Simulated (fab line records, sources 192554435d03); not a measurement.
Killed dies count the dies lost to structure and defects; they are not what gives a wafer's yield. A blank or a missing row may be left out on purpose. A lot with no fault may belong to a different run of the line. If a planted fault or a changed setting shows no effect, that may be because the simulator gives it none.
Which tool was responsible? ; flow n5Finfet ; 11 lots, 33 wafers sampled, at 3 steps of a route of 1938

## WHAT THE GAUGES SHOWED, per wafer
N5_PASSIVATION_CD_MEAS_30: the cd target is 4000 nm.
lot;measured;on;cdNm (nm)
L413;day 14 20:25;cdSem-02;3998.6 4000.2 3998.0
L415;day 14 23:36;cdSem-01;4000.6 3998.8 4000.0
L418;day 15 23:05;cdSem-03;3999.5 3998.6 3998.1
L420;day 15 19:53;cdSem-02;3997.1 3997.3 3998.4
L421;day 16 04:39;cdSem-01;4000.7 3999.3 4000.5
L422;day 16 04:16;cdSem-02;3999.7 3999.2 3998.7
L423;day 16 20:04;cdSem-02;3999.7 3998.5 4001.3
L424;day 17 02:44;cdSem-03;3999.0 3999.4 4000.8
L427;day 18 03:47;cdSem-01;3999.8 3999.6 3999.8
L430;day 18 22:29;cdSem-01;4000.5 4002.3 3999.3
L432;day 20 17:46;cdSem-03;3998.2 3997.8 4000.0

## WHAT TOOL EACH LOT RAN ON (gives the tool, then ch and the chambers of the sampled wafers, and finally the start)
lot;N5_HKMG_FIN_ETCH_35;N5_PASSIVATION_PECVD_01
L413;rieDiel-01 ch 0,1,2, day 4 13:06;pecvd-03 ch 0,1, day 14 14:50
L415;rieDiel-04 ch 1,2, day 4 22:14;pecvd-01 ch 1,2, day 14 17:40
L418;rieDiel-01 ch 1,2,3, day 5 14:57;pecvd-02 ch 0,1,2, day 15 20:56
L420;rieDiel-04 ch 1,3, day 6 05:14;pecvd-01 ch 1,2, day 15 15:11
L421;rieDiel-01 ch 0,1, day 6 10:34;pecvd-02 ch 0,2, day 16 02:04
L422;rieDiel-04 ch 1,2, day 6 14:41;pecvd-03 ch 0,2, day 16 00:43
L423;rieDiel-06 ch 0,1,3, day 6 21:40;pecvd-03 ch 0,2, day 16 15:58
L424;rieDiel-01 ch 0,2, day 7 07:44;pecvd-01 ch 0,2, day 16 22:26
L427;rieDiel-01 ch 1,2, day 8 00:52;pecvd-03 ch 0,1, day 18 00:21
L430;rieDiel-01 ch 1,2, day 9 07:13;pecvd-03 ch 1,2, day 18 18:34
L432;rieDiel-01 ch 0,1,3, day 11 04:22;pecvd-03 ch 0,1, day 20 15:43
- N5_HKMG_FIN_ETCH_35: etches SOC in N2/H2, target depth 215.8 nm, time 243.4 s.
- N5_PASSIVATION_PECVD_01: deposits SiNx from SiH4/NH3/N2, target thk 200 nm, time 43.2 s.

## THE ANSWER, worked out from the rows above alone
Rule: what is usual is taken from the lots themselves. The widest of any qualifying gaps counts: lots, ordered by their means at a reading, are off when they make up no more than a third of the lots, leave a main group of 4 or more, and stand apart from it by 3 or more times the standard deviation of that group's means. If all means in a main group match to the digits the tables above print for the reading, that group is not used. A lot without any number at a reading at which 4 lots or more have one is off too. All remaining lots with rows at the step are treated as sound.
None of the lots is off at any reading shown; this tells nothing.

## WHAT THE SIMULATOR HAD INSERTED
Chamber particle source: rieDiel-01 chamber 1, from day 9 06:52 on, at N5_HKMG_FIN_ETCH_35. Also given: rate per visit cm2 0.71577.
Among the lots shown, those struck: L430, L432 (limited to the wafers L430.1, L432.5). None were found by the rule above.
